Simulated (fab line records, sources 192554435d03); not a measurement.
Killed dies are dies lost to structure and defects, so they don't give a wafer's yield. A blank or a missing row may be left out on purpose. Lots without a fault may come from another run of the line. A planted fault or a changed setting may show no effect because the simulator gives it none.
Problem report in the 8D (eight disciplines) form, filled by code | flow n5_finfet | the parts of the form that need people (team, actions taken, sign-off) are left out

1. THE PROBLEM
run_length_s at N5_FIN_CUT_COAT_19 reads a mean of 63.39 s on 1 wafer of 1 lot; wafers without a fault read 66.38 s with a standard deviation of 0.13. That is -23 standard deviations from the usual mean.
The step: time 60 s, resist thk 20 nm.
First seen on wafer L831.5, day 4 09:12, on litho_track-05. The record holds 14 wafers of 5 lots with a number at this step. Rule for "out", or "out of limits": more than 4 standard deviations from the usual mean. The other wafers with a number count as sound.

2. WHAT IT IS AND WHAT IT IS NOT
question                    | is                                 | is not
which readings at this step | run_length_s, heater_power_total_W | chill_plate_temp_C, dispense_pressure_kPa
which lots                  | L831                               | L838, L840, L841, L843
which wafers of those lots  | L831.5                             | L831.6
read on which tools         | litho_track-05                     | litho_track-03
when                        | from day 4 09:12                   | up to then (1 sound wafer); but 12 sound wafers of L838, L840, L841, L843 came after

3. SUSPECTS, AND WHAT RULES EACH OUT
Counting: a tool at a process step up to the reading stays a suspect if it ran every lot that is out. Sound lots after the first of them don't rule it out here, since some wafers of a struck lot are sound.
- rie_diel-06 at N5_FIN_SAQP_ETCH_34 (etches SiO2 in C4F6/O2, target depth 45 nm, time 15 s): kept. It ran the lot that is out, L831 (day 4 08:43).
- rie_diel-06 at N5_FIN_SAQP_STRIP_77 (strips in N2/H2, time 90 s): kept. It ran the lot that is out, L831 (day 4 08:46).
- cd_sem-02 at N5_FIN_SAQP_HM_CD_35 (target cd 8 nm): kept. It ran the lot that is out, L831 (day 4 08:52).
- rie_si-03 at N5_FIN_SAQP_ETCH_64 (etches SiO2 in CF4, target depth 1.5 nm): kept. It ran the lot that is out, L831 (day 4 08:54).
- rie_si-03 at N5_FIN_SAQP_FIN_ETCH_36 (etches the open film in HBr/Cl2/O2, target depth 120 nm, time 50.4 s): kept. It ran the lot that is out, L831 (day 4 08:58).
- litho_track-05 at N5_FIN_CUT_COAT_19 (time 60 s, resist thk 20 nm): kept. It ran the lot that is out, L831 (day 4 09:12). Its own readings are out on those wafers: heater_power_total_W, run_length_s.
- Within rie_diel-06 at N5_FIN_SAQP_ETCH_34: the wafers that are out ran in chamber 0; their sound lot-mates ran in chamber 1.
- Within rie_diel-06 at N5_FIN_SAQP_STRIP_77: the wafers that are out ran in chamber 0; their sound lot-mates ran in chamber 1.
- Within rie_si-03 at N5_FIN_SAQP_ETCH_64: the wafers that are out ran in chamber 0; their sound lot-mates ran in chamber 3.
- Within rie_si-03 at N5_FIN_SAQP_FIN_ETCH_36: the wafers that are out ran in chamber 0; their sound lot-mates ran in chamber 3.
Left after counting: rie_diel-06 at N5_FIN_SAQP_ETCH_34, rie_diel-06 at N5_FIN_SAQP_STRIP_77, cd_sem-02 at N5_FIN_SAQP_HM_CD_35, rie_si-03 at N5_FIN_SAQP_ETCH_64, rie_si-03 at N5_FIN_SAQP_FIN_ETCH_36, litho_track-05 at N5_FIN_CUT_COAT_19.

4. THE CAUSE (what the simulator had put in)
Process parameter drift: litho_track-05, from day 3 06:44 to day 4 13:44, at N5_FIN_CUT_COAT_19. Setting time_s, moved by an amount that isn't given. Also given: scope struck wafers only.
Counting left 6 suspects, and this tool is among them.

5. THE CHAIN OF EFFECTS, in route order
Each row: a reading whose mean over the struck wafers that have a number lies more than 3 standard deviations from the usual. Only readings for which the record gives a usual standard deviation are gone through. hours: the time from each lot's start at the first step in this table that gives one to its start at this step, as a median over the lots. sigmas: the change in usual standard deviations.
hours | step               | reading              | usual   | on struck wafers | change | sigmas
0     | N5_FIN_CUT_COAT_19 | heater_power_total_W | 427.6 W | 443.3            | +15.7  | +7.8
0     | N5_FIN_CUT_COAT_19 | run_length_s         | 66.38 s | 63.39            | -2.99  | -23
The process steps in it:
- N5_FIN_CUT_COAT_19: time 60 s, resist thk 20 nm.
Later measuring or inspecting steps at which every struck wafer that the step has a row for has a number for every such reading, and none has moved that far: N5_BEOL_M4_RC_MEAS_101.

6. WHAT WOULD HAVE CAUGHT IT SOONER
In this record the first reading out of limits was taken at day 4 09:12, 26 hours after the fault began at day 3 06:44.
